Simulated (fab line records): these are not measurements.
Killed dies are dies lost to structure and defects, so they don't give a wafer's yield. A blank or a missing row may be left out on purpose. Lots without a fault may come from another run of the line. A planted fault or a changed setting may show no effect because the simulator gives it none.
Which tool is to blame?	flow n5 finfet	Sampling: 8 lots, 24 wafers, 7 of 1938 route steps

WHAT THE GAUGES SHOWED, per wafer
N5_PMOS_HMC_CHANNEL_EPI_THK_MEAS_22. Usual: HMC_CMP_THK typically reads 53.8 nm, with standard deviation 0.49.
lot	measured	on	HMC_CMP_THK (nm)	flag
L711	day 1 19:51	film metro-02	54.4 54.4 54.0	
L713	day 2 08:13	film metro-01	53.3 53.7 53.5	
L718	day 3 13:22	film metro-02	54.7 54.4 55.0	
L722	day 4 14:19	film metro-01	54.0 53.3 53.3	
L723	day 4 19:59	film metro-02	53.5 53.1 53.6	
L726	day 5 13:34	film metro-01	53.0 54.2 53.5	
L728	day 6 02:08	film metro-01	53.7 53.5 53.6	
L731	day 6 20:00	film metro-01	53.9 53.4 53.4	

N5_FIN_SAQP_THK_MEAS_05. Usual: thk nm reads 37.7 nm (standard deviation 0.47).
lot	measured	on	thk nm (nm)	flag
L711	day 1 20:57	film metro-01	38.1 37.6 38.8	
L713	day 2 09:20	film metro-01	37.4 37.9 38.0	
L718	day 3 15:07	film metro-02	50.9 37.4 38.0	OFF
L722	day 4 15:26	film metro-02	37.4 38.5 52.1	OFF
L723	day 4 22:13	film metro-01	37.2 37.7 38.2	
L726	day 5 14:42	film metro-02	37.7 37.1 38.1	
L728	day 6 03:15	film metro-02	37.9 37.8 38.0	
L731	day 6 21:07	film metro-01	37.6 37.8 37.9	

N5_FIN_SAQP_CD_MEAS_16: the cd target is 35.6 nm. Usual: cd nm reads 35.66 nm (standard deviation 0.27).
lot	measured	on	cd nm (nm)	flag
L711	day 1 21:31	cd sem-02	35.97 35.29 35.71	
L713	day 2 10:01	cd sem-02	35.58 35.54 35.39	
L718	day 3 15:48	cd sem-03	35.66 36.09 35.47	
L722	day 4 16:08	cd sem-02	35.95 36.15 35.71	
L723	day 4 22:55	cd sem-02	35.83 36.03 35.84	
L726	day 5 15:23	cd sem-01	35.39 35.71 35.48	
L728	day 6 03:56	cd sem-02	35.67 36.01 35.81	
L731	day 6 21:49	cd sem-03	35.56 35.31 35.61	

N5_BEOL_M4_RC_MEAS_101. Usual: DIBL_N 36.4 mV/V, standard deviation 1.4; DIBL_P 36.3 mV/V, standard deviation 1.8; IOFF_N 0.163 nA/um, standard deviation 0.024; IOFF_P 0.21 nA/um, standard deviation 0.034; ION_N 673 uA/um, standard deviation 11; ION_P 461 uA/um, standard deviation 7.4; SS_N 71.6 mV/dec, standard deviation 0.52; SS_P 73.3 mV/dec, standard deviation 0.58; VT_N 249.4 mV, standard deviation 2.5; VT_P -250 mV, standard deviation 3.5.
lot	measured	on	DIBL_N (mV/V)	DIBL_P (mV/V)	IOFF_N (nA/um)	IOFF_P (nA/um)	ION_N (uA/um)	ION_P (uA/um)	SS_N (mV/dec)	SS_P (mV/dec)	VT_N (mV)	VT_P (mV)	flag
L711	day 8 00:08	prober-02	36.6 35.5 36.9	36.5 34.1 37.0	0.169 0.153 0.187	0.20 0.18 0.21	686 669 699	462 451 465	70.9 70.7 71.5	72.7 72.3 73.4	248.1 248.6 246.2	-253 -252 -252	
L713	day 8 07:10	prober-01	37.2 37.2 37.5	38.0 37.4 38.2	0.170 0.169 0.181	0.25 0.24 0.24	663 668 666	456 462 459	71.9 71.2 71.9	73.8 73.4 73.8	245.9 249.0 246.9	-246 -248 -248	
L718	day 9 17:22	prober-01	32.6 35.7 34.1	33.5 37.6 35.9	0.113 0.168 0.138	0.15 0.22 0.19	641 668 656	442 455 455	71.1 71.9 71.8	72.8 73.5 73.8	257.4 249.8 253.2	-255 -252 -254	
L722	day 10 12:55	prober-01	34.6 36.2 34.2	33.8 35.3 32.9	0.134 0.156 0.117	0.18 0.19 0.16	676 675 664	462 458 458	71.2 71.5 71.6	71.9 74.2 72.8	249.4 248.3 252.8	-255 -251 -256	
L723	day 10 23:44	prober-01	35.9 38.3 35.1	36.1 39.3 35.2	0.165 0.228 0.151	0.21 0.28 0.20	677 700 670	465 470 458	71.0 71.9 71.2	73.2 74.8 73.3	247.3 245.2 249.2	-251 -246 -251	
L726	day 11 20:21	prober-01	35.4 34.9 36.1	36.8 35.6 36.5	0.153 0.145 0.154	0.22 0.20 0.21	674 648 666	461 450 458	71.8 71.6 71.9	72.6 73.0 73.0	250.4 251.5 252.0	-249 -251 -251	
L728	day 12 02:36	prober-01	36.4 34.9 35.2	37.2 35.6 36.2	0.175 0.147 0.153	0.22 0.19 0.19	676 683 682	461 465 468	71.5 70.5 70.8	73.4 72.6 72.1	248.3 248.1 249.0	-248 -251 -251	
L731	day 12 22:25	prober-01	39.8 38.6 38.2	39.1 37.8 37.4	0.201 0.186 0.171	0.26 0.25 0.23	667 684 666	458 467 463	71.8 71.5 71.7	74.0 73.6 73.3	250.8 249.1 248.9	-245 -245 -247	

WHICH TOOL RAN EACH LOT (tool, then ch and the chambers of the sampled wafers, then the start)
lot	N5_PMOS_HMC_CHANNEL_EPI_DESCUM_14	N5_FIN_SAQP_HM_DEP_03	N5_FIN_SAQP_HM_OPEN_33
L711	rie diel-05 ch 1,2,3, day 1 17:35	pecvd-02 ch 0,1,2, day 1 20:52	rie diel-03 ch 0,2, day 2 01:21
L713	rie diel-02 ch 2,3, day 2 05:57	pecvd-01 ch 0,1, day 2 09:14	rie diel-06 ch 0,3, day 2 13:45
L718	rie diel-02 ch 1,2, day 3 11:06	pecvd-01 ch 1,2, day 3 15:02	rie diel-06 ch 1,2, day 3 20:49
L722	rie diel-01 ch 0,2, day 4 11:40	pecvd-01 ch 0,1,2, day 4 15:21	rie diel-06 ch 1,2,3, day 4 21:38
L723	rie diel-01 ch 1,2,3, day 4 17:18	pecvd-04 ch 1,2, day 4 22:08	rie diel-03 ch 0,1,3, day 5 04:54
L726	rie diel-02 ch 1,2, day 5 11:19	pecvd-04 ch 0,1, day 5 14:37	rie diel-06 ch 2,3, day 5 19:28
L728	rie diel-01 ch 0,2, day 5 23:26	pecvd-04 ch 0,1, day 6 03:10	rie diel-03 ch 0,2,3, day 6 08:04
L731	rie diel-02 ch 0,1,2, day 6 17:44	pecvd-02 ch 0,2, day 6 21:01	rie diel-04 ch 0,2,3, day 7 02:11
- N5_PMOS_HMC_CHANNEL_EPI_DESCUM_14: chemistry O2, time 7.9 s.
- N5_FIN_SAQP_HM_DEP_03: deposits SiNx from SiH4/NH3/N2, target thk 38 nm, time 33.6 s.
- N5_FIN_SAQP_HM_OPEN_33: chemistry CH3F/O2, target SiNx, target depth 49.4 nm, time 70.6 s.

WHAT THE TOOLS THEMSELVES READ (means of the sampled wafers that have a number; where no wafer has one, the mark that the record gives instead)
N5_PMOS_HMC_CHANNEL_EPI_DESCUM_14. Usual: drypump motor current A 5.9 A, standard deviation 0.34; oes product au 0.77 a.u., standard deviation 0.08; rf vpp V 243.6 V, standard deviation 0.97; showerhead plenum p Torr 2.12 Torr, standard deviation 0.041; throttle valve pct 20.43 %, standard deviation 0.22.
lot	tool	drypump motor current A (A)	oes product au (a.u.)	rf vpp V (V)	showerhead plenum p Torr (Torr)	throttle valve pct (%)	flag
L711	rie diel-05	5.8	0.78	243.7	2.15	20.37	
L713	rie diel-02	6.1	0.73	243.5	2.14	20.52	
L718	rie diel-02	6.4	0.75	244.0	2.11	20.64	
L722	rie diel-01	6.0	0.70	243.5	2.16	20.43	
L723	rie diel-01	5.7	0.75	242.8	2.09	20.55	
L726	rie diel-02	6.3	0.72	243.6	2.12	20.71	
L728	rie diel-01	5.8	0.70	244.0	2.17	20.58	
L731	rie diel-02	6.0	0.76	243.8	2.11	20.57	

N5_FIN_SAQP_HM_DEP_03. Usual: heater power w 820 W, standard deviation 120; showerhead plenum p Torr 5.11 Torr, standard deviation 0.056; throttle valve pct 39.2 %, standard deviation 1.6.
lot	tool	heater power w (W)	showerhead plenum p Torr (Torr)	throttle valve pct (%)	flag
L711	pecvd-02	804	5.13	39.5	
L713	pecvd-01	621	5.04	40.3	
L718	pecvd-01	677	5.09	37.8	
L722	pecvd-01	661	5.09	38.9	
L723	pecvd-04	854	5.05	38.4	
L726	pecvd-04	903	5.12	39.0	
L728	pecvd-04	867	5.11	38.9	
L731	pecvd-02	877	5.14	39.9	

N5_FIN_SAQP_HM_OPEN_33. Usual: drypump motor current A 5.6 A (standard deviation 0.34); etch rf on time s 69.0 s (standard deviation 1.7); oes_ar_750_au 0.80 a.u. (standard deviation 0.092); oes product au 0.68 a.u. (standard deviation 0.084); rf vpp V 297.9 V (standard deviation 2.7); showerhead plenum p Torr 2.03 Torr (standard deviation 0.061); throttle valve pct 16.3 % (standard deviation 0.31).
lot	tool	drypump motor current A (A)	etch rf on time s (s)	oes_ar_750_au (a.u.)	oes product au (a.u.)	rf vpp V (V)	showerhead plenum p Torr (Torr)	throttle valve pct (%)	flag
L711	rie diel-03	5.4	70.8	0.70	0.59	296.7	1.92	16.4	
L713	rie diel-06	6.2	70.2	0.76	0.64	299.2	2.06	16.3	
L718	rie diel-06	5.2	75.8	0.82	0.71	294.1	1.94	16.5	OFF
L722	rie diel-06	5.6	77.8	0.80	0.67	296.8	1.99	16.5	OFF
L723	rie diel-03	5.4	70.5	0.78	0.66	297.6	2.01	16.5	
L726	rie diel-06	5.5	69.5	0.80	0.68	298.6	1.99	16.5	
L728	rie diel-03	5.5	69.7	0.84	0.72	299.2	2.05	16.4	
L731	rie diel-04	5.5	67.3	0.88	0.76	298.1	2.06	16.0	

THE ANSWER, worked out from the rows above alone
Rule: a lot is off if the mean of its wafers that have a number lies more than 3 standard deviations from the usual mean. Also off: a lot with no number at a reading for which 4 or more lots have one. The other lots that the step has rows for count as sound. The gauges are gone through in route order, then the tools' own readings, and for those a lot's mean is taken as printed above. The first step at which some lot is off is used, and at that step the reading that is off furthest; a lot without a number counts as furthest.
Off at N5_FIN_SAQP_THK_MEAS_05 (thk nm): L718, L722.
If a tool, at a process step before that reading, ran all the lots that are off and no sound lot after the first of them, it fits. The gauges at N5_FIN_SAQP_THK_MEAS_05 aren't tried: what is off there is off at N5_FIN_SAQP_HM_OPEN_33 too, on other tools, and a gauge's error can't cause that. One fits: pecvd-01 at N5_FIN_SAQP_HM_DEP_03. A fault onset in the window from L713 (day 2 09:14, its last sound lot) to L718 (day 3 15:02, its first lot off) fits.

WHAT THE SIMULATOR HAD INSERTED
pecvd-01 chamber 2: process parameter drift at N5_FIN_SAQP_HM_DEP_03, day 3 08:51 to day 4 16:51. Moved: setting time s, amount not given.
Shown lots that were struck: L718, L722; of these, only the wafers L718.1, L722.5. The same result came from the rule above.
